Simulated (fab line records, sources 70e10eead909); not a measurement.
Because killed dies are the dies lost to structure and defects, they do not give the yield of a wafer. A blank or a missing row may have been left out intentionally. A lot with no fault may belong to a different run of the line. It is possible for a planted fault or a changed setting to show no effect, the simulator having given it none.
Matching of chambers | flow nand harc | rie diel-08 running NHARC_A_SLIT_ETCH_29: 4 sister chambers
The step etches the open film in CF4/O2, target depth 100 nm, overetch 10 nm, time 55 s. 8 wafers are shown with their chamber, then 7 later ones without.

== WAFERS, EACH WITH ITS CHAMBER ==
wafer  | chamber | showerhead plenum p Torr (Torr) | drypump motor current A (A)
L482.5 | 3       | 1.33                            | 5.0
L485.4 | 3       | 1.32                            | 5.1
L492.3 | 0       | 1.40                            | 5.9
L492.6 | 1       | 1.39                            | 5.5
L493.1 | 0       | 1.40                            | 5.9
L493.5 | 2       | 1.43                            | 6.8
L497.1 | 2       | 1.43                            | 6.8
L497.2 | 1       | 1.39                            | 5.5

== WAFERS WITHOUT THEIR CHAMBER ==
wafer  | showerhead plenum p Torr (Torr) | drypump motor current A (A)
L497.4 | 1.32                            | 5.1
L498.2 | 1.39                            | 5.5
L498.3 | 1.40                            | 5.9
L498.6 | 1.42                            | 6.8
L500.2 | 1.32                            | 5.0
L500.3 | 1.40                            | 5.9
L500.6 | 1.42                            | 6.8

== THE CHAMBER EACH PASSED THROUGH ==
wafer  | from the rows above | in truth
L497.4 | 3                   | 3
L498.2 | 1                   | 1
L498.3 | 0                   | 0
L498.6 | 2                   | 2
L500.2 | 3                   | 3
L500.3 | 0                   | 0
L500.6 | 2                   | 2
Correct placement for 7 of the 7. Number that these rows cannot place: 0. Number placed wrongly: 0.
How it was worked out, from the rows above alone: a wafer's distance from a chamber is the root of the sum, over the readings, of the square of ((its reading less the chamber's mean) divided by the reading's scatter). The wafer belongs to the nearest chamber; if the next one is less than 2 further off, it can't be placed. For every chamber, the mean is computed from those of its wafers that are shown. The scatter: the root of (the sum of the squares of (reading less its chamber's mean) over the shown wafers, divided by (wafers less chambers)).
